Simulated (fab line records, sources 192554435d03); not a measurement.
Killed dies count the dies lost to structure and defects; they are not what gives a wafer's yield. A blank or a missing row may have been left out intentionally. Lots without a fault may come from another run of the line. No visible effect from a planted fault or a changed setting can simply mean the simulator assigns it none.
Split-lot trial | flow n5_finfet | 7 lots, 39 wafers read, on a route of 1938 steps

== SPLIT DETAILS ==
At N5_MIM_BOT_SPUTTER_00 (material TiN, target thk 35 nm, time 89.7 s), the setting target_thk_a was moved away from the recipe's 350 angstrom on 12 of the 39 wafers read, by -54.6% to +33.2%. The other wafers ran this setting at the recipe's value.

The reading is taken at the split's own step.

== THE READING ==
TiN_of_MIM_BOT_SPUTTER_00.thk_nm (the simulator's own value, which no gauge read), in nm, at N5_MIM_BOT_SPUTTER_00 (material TiN, target thk 35 nm, time 89.7 s). No usual value for it is given in the file. Average 35.0 nm, standard deviation 0.38 nm, over the 27 wafers here run with the recipe.

wafer  | tool, chamber at the split | target_thk_a as run, angstrom | against the recipe | TiN_of_MIM_BOT_SPUTTER_00.thk_nm, nm | against lot-mates on the recipe
L075.1 | pvd_sputter-02, -          | 159                           | -54.6%             | 16.2                                 | -18.4
L075.2 | pvd_sputter-02, -          | 350                           | recipe             | 34.2                                 | -
L075.3 | pvd_sputter-02, -          | 350                           | recipe             | 34.8                                 | -
L075.5 | pvd_sputter-02, -          | 350                           | recipe             | 34.8                                 | -
L075.4 | pvd_sputter-02, -          | 159                           | -54.6%             | 15.4                                 | -19.2
L075.6 | pvd_sputter-02, -          | 159                           | -54.6%             | 15.4                                 | -19.2
L079.1 | pvd_sputter-01, -          | 350                           | recipe             | 35                                   | -
L079.6 | pvd_sputter-01, -          | 350                           | recipe             | 35                                   | -
L079.2 | pvd_sputter-01, -          | 350                           | recipe             | 35.4                                 | -
L079.3 | pvd_sputter-01, -          | 350                           | recipe             | 34.6                                 | -
L079.4 | pvd_sputter-01, -          | 350                           | recipe             | 34.8                                 | -
L079.5 | pvd_sputter-01, -          | 350                           | recipe             | 35.2                                 | -
L077.1 | pvd_sputter-01, -          | 350                           | recipe             | 35.4                                 | -
L077.3 | pvd_sputter-01, -          | 350                           | recipe             | 34.8                                 | -
L077.6 | pvd_sputter-01, -          | 350                           | recipe             | 35.2                                 | -
L083.1 | pvd_sputter-03, -          | 350                           | recipe             | 34.6                                 | -
L083.2 | pvd_sputter-03, -          | 350                           | recipe             | 34.6                                 | -
L083.3 | pvd_sputter-03, -          | 450.2                         | +28.6%             | 44.2                                 | +9.7
L083.4 | pvd_sputter-03, -          | 450.2                         | +28.6%             | 44.2                                 | +9.7
L083.5 | pvd_sputter-03, -          | 350                           | recipe             | 34.4                                 | -
L083.6 | pvd_sputter-03, -          | 450.2                         | +28.6%             | 44.4                                 | +9.9
L091.1 | pvd_sputter-01, -          | 350                           | recipe             | 35.8                                 | -
L091.2 | pvd_sputter-01, -          | 284.1                         | -18.8%             | 28.4                                 | -7.1
L091.3 | pvd_sputter-01, -          | 284.1                         | -18.8%             | 28.2                                 | -7.3
L091.4 | pvd_sputter-01, -          | 284.1                         | -18.8%             | 28.2                                 | -7.3
L091.5 | pvd_sputter-01, -          | 350                           | recipe             | 35.6                                 | -
L091.6 | pvd_sputter-01, -          | 350                           | recipe             | 35.2                                 | -
L092.1 | pvd_sputter-03, -          | 350                           | recipe             | 34.6                                 | -
L092.2 | pvd_sputter-03, -          | 350                           | recipe             | 35                                   | -
L092.3 | pvd_sputter-03, -          | 350                           | recipe             | 34.8                                 | -
L092.4 | pvd_sputter-03, -          | 466.1                         | +33.2%             | 46.4                                 | +11.6
L092.5 | pvd_sputter-03, -          | 466.1                         | +33.2%             | 46.4                                 | +11.6
L092.6 | pvd_sputter-03, -          | 466.1                         | +33.2%             | 46.4                                 | +11.6
L094.1 | pvd_sputter-01, -          | 350                           | recipe             | 34.6                                 | -
L094.2 | pvd_sputter-01, -          | 350                           | recipe             | 35.4                                 | -
L094.3 | pvd_sputter-01, -          | 350                           | recipe             | 34.8                                 | -
L094.4 | pvd_sputter-01, -          | 350                           | recipe             | 35                                   | -
L094.6 | pvd_sputter-01, -          | 350                           | recipe             | 35                                   | -
L094.5 | pvd_sputter-01, -          | 350                           | recipe             | 35.6                                 | -

THE FIT
A straight line over all 39 wafers: TiN_of_MIM_BOT_SPUTTER_00.thk_nm changes by +0.347 nm for each +1% of target_thk_a; r = +1.00; the points scatter about the line by 0.4 nm.
The same after taking each lot's own level away (the mean of its wafers on the recipe; 39 wafers): +0.349 nm for each +1%; r = +1.00; scatter 0.32 nm.
Per that fit: largest target_thk_a move, reading shift of 19 nm.
Measured against the standard deviation above, the lots' own levels, which go from 34.53 to 35.53 nm, span 2.6 times it.
Consequently the slope shifts little with the lot-to-lot level, the two slopes agreeing.
Check: for one of the wafers moved furthest among these (-54.6%), held out of the fit, the line's prediction against its lot-mates is -19.3 nm. It came out at -18.4 nm against them.

== ADDITIONAL SPLITS CARRIED BY THESE WAFERS ==
Note: prior to the reading, these wafers also went through further splits. Each is held against what the fit with the lots' levels taken away leaves over:
other split on the same wafers   | wafers away from the commonest value | r with TiN_of_MIM_BOT_SPUTTER_00.thk_nm (lot level and that fit taken away)
N5_BEOL_M8_TRENCH_ETCH_37 time_s | 9                                    | +0.08
N5_BEOL_M15_ILD_DEP_00 time_s    | 12                                   | -0.18

== THE FILE'S OWN FIT ==
TiN_of_MIM_BOT_SPUTTER_00.thk_nm changes by +0.349 nm for each +1% of target_thk_a, r = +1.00.
